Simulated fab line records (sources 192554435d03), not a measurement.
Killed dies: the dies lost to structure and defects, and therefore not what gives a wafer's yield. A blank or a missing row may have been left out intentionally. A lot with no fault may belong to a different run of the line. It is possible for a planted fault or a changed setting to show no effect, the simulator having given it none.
Problem report, 8D (eight disciplines) form, completed by code :: flow n5-finfet :: the parts of the form that need people (team, actions taken, sign-off) are left out

1. WHAT WENT WRONG
run-length-s at N5_BEOL_M0_CO_CAP_123 reads a mean of 157.3 s on 1 wafer of 1 lot; wafers without a fault read 125.0 s with a standard deviation of 0.58. That puts it +56 standard deviations away from the usual mean.
The step: material Co, precursor CCTBA/H2, target thk 2 nm, time 102.1 s.
Seen first at day 9 00:05 on cvd-co-01, wafer L346.3. The record has a number at this step for 14 wafers belonging to 5 lots. Rule for "out" (also "out of limits"): further than 4 standard deviations from the usual mean. The other wafers with a number count as sound.

2. WHAT IT IS, AND WHAT IT ISN'T
question: which readings at this step
is: run-length-s
is not: heater-power-w

question: which lots
is: L346
is not: L335, L336, L352, L357

question: which wafers of those lots
is: L346.3
is not: L346.4

question: read on which tools
is: cvd-co-01
is not: cvd-co-02

question: when
is: from day 9 00:05
is not: up to then (7 sound wafers); but 6 sound wafers of L352, L357 came after

3. SUSPECTS, AND WHAT RULES EACH OUT
Counting: any tool at a process step up to the reading remains a suspect provided it ran every lot that is out. Sound lots after the first of them don't rule it out here, since some wafers of a struck lot are sound.
- pvd-sputter-02 at N5_BEOL_M0_SPUTTER_116 (material Cu, target thk 4 nm, time 7.37 s): kept. L346, the lot that is out, went through it at day 8 22:24; up to then, the latest sound lot through it was L335 at day 5 21:16.
- pvd-sputter-02 at N5_BEOL_M0_SPUTTER_132 (material Cu, target thk 4 nm, time 7.37 s): kept. L346, the lot that is out, went through it at day 8 22:31; up to then, the latest sound lot through it was L335 at day 5 21:23.
- pvd-sputter-02 at N5_BEOL_M0_SPUTTER_141 (material Cu, target thk 4 nm, time 7.37 s): kept. L346, the lot that is out, went through it at day 8 22:46; up to then, the latest sound lot through it was L335 at day 5 21:37.
- rtp-anneal-02 at N5_BEOL_M0_ANNEAL_119 (time 90 s): kept. L346, the lot that is out, went through it at day 8 23:03; up to then, the latest sound lot through it was L336 at day 6 11:26.
- cvd-co-01 at N5_BEOL_M0_PRE_CLEAN_131 (time 15 s): kept. L346, the lot that is out, went through it at day 9 00:03; up to then, the latest sound lot through it was L336 at day 6 12:05.
- cvd-co-01 at N5_BEOL_M0_CO_CAP_123 (material Co, precursor CCTBA/H2, target thk 2 nm, time 102.1 s): kept. L346, the lot that is out, went through it at day 9 00:05; up to then, the latest sound lot through it was L336 at day 6 12:08. Its own run-length-s readings are out on those wafers.
Left after counting: pvd-sputter-02 at N5_BEOL_M0_SPUTTER_116, pvd-sputter-02 at N5_BEOL_M0_SPUTTER_132, pvd-sputter-02 at N5_BEOL_M0_SPUTTER_141, rtp-anneal-02 at N5_BEOL_M0_ANNEAL_119, cvd-co-01 at N5_BEOL_M0_PRE_CLEAN_131, cvd-co-01 at N5_BEOL_M0_CO_CAP_123.

4. THE CAUSE (what the simulator had put in)
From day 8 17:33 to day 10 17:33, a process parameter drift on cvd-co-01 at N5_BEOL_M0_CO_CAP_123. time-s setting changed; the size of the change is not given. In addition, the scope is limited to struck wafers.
This tool is one of the 6 suspects left after counting.

5. THE CHAIN OF EFFECTS, in route order
Rows list readings where the struck wafers' mean (over those with a number) sits beyond 3 standard deviations from the usual. Only readings whose record carries a usual standard deviation are examined. hours: median over the lots of the time between each lot's start at the first step of this table that gives one and its start at this step. sigmas: the change, counted in usual standard deviations.
hours: 0
step: N5_BEOL_M0_CO_CAP_123
reading: run-length-s
usual: 125.0 s
on struck wafers: 157.3
change: +32.3
sigmas: +56
Process steps it contains:
- N5_BEOL_M0_CO_CAP_123: material Co, precursor CCTBA/H2, target thk 2 nm, time 102.1 s.
Later measuring or inspecting steps at which every struck wafer that the step has a row for has a number for every such reading, and none has moved that far: N5_BEOL_M4_RC_MEAS_101.

6. HOW IT WOULD HAVE BEEN CAUGHT EARLIER
In this record no reading fell out of limits until day 9 00:05, 7 hours after the fault had begun at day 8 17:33.
